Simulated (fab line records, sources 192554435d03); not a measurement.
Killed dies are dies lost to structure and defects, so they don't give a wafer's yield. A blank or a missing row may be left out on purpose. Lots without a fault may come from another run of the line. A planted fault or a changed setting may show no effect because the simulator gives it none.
One fault seen from 2 desks | flow n5_finfet | each desk has only its own numbers; what lay behind them comes last

THE METROLOGY DESK
What the gauges read, lot by lot, whatever tool the lot ran on: means of the sampled wafers that have a number. A lot is out of limits, marked OUT, if its mean lies more than 4 standard deviations from the usual mean; the brackets give that distance. Of its 11 readings 7 are shown: those that lie furthest out on some lot.
Columns: A = DIBL_N at N5_BEOL_M4_RC_MEAS_101, usual 36.1 mV/V; B = IOFF_N at N5_BEOL_M4_RC_MEAS_101, usual 0.159 nA/um; C = IOFF_P at N5_BEOL_M4_RC_MEAS_101, usual 0.21 nA/um; D = ION_N at N5_BEOL_M4_RC_MEAS_101, usual 675 uA/um; E = ION_P at N5_BEOL_M4_RC_MEAS_101, usual 464 uA/um; F = VT_N at N5_BEOL_M4_RC_MEAS_101, usual 249 mV; G = VT_P at N5_BEOL_M4_RC_MEAS_101, usual -250 mV
lot  | first seen here | A    | B     | C    | D   | E   | F   | G
L111 | day 4 00:14     | 35.3 | 0.146 | 0.21 | 680 | 468 | 252 | -249
L115 | day 4 23:53     | 37.4 | 0.163 | 0.21 | 673 | 463 | 249 | -250
L116 | day 5 04:03     | 38.7 | 0.213 | 0.24 | 686 | 465 | 247 | -250
L117 | day 5 12:38     | 37.1 | 0.156 | 0.22 | 669 | 464 | 251 | -249
L118 | day 5 21:33     | 37.3 | 0.161 | 0.24 | 676 | 470 | 248 | -246
L119 | day 6 02:03     | 35.8 | 0.176 | 0.23 | 681 | 470 | 246 | -249
L121 | day 6 17:02     | 34.3 | 0.119 | 0.16 | 664 | 452 | 254 | -254
L124 | day 7 09:02     | 35.3 | 0.144 | 0.18 | 675 | 463 | 249 | -253
L129 | day 8 09:06     | 37.5 | 0.191 | 0.28 | 693 | 479 | 246 | -242
L130 | day 8 16:43     | 35.0 | 0.146 | 0.19 | 670 | 456 | 249 | -254
This desk's finding: nothing out of limits on any of the 10 lots.

THE TOOL OWNER'S DESK: remote_plasma-02
The tool's own readings at N5_ILD0_PRECLEAN_10 (cleans in NF3:NH3, afs cycles 5, time 20 s, sublimation time 60 s): means of the sampled wafers that have a number, for each lot that ran on this tool. A lot is out of limits, marked OUT, if its mean lies more than 4 standard deviations from the usual mean; the brackets give that distance.
Columns: A = rf_power_w at N5_ILD0_PRECLEAN_10, usual 30.01 W; B = sublimation_temp_c at N5_ILD0_PRECLEAN_10, usual 179.98 C
lot  | first seen here | A     | B
L116 | day 5 08:14     | 29.98 | 180.20
L118 | day 6 02:04     | 29.99 | 180.00
L119 | day 6 06:46     | 29.89 | 179.98
L121 | day 6 21:10     | 30.21 | 179.89
L124 | day 7 13:20     | 29.93 | 179.91
L129 | day 8 13:34     | 30.00 | 180.12
L130 | day 8 21:12     | 30.04 | 179.91
This desk's finding: nothing out of limits on any of the 7 lots.

PUT TOGETHER
The metrology desk saw nothing out of limits.
The tool owner's desk saw nothing out of limits.

WHAT THE SIMULATOR HAD PUT IN
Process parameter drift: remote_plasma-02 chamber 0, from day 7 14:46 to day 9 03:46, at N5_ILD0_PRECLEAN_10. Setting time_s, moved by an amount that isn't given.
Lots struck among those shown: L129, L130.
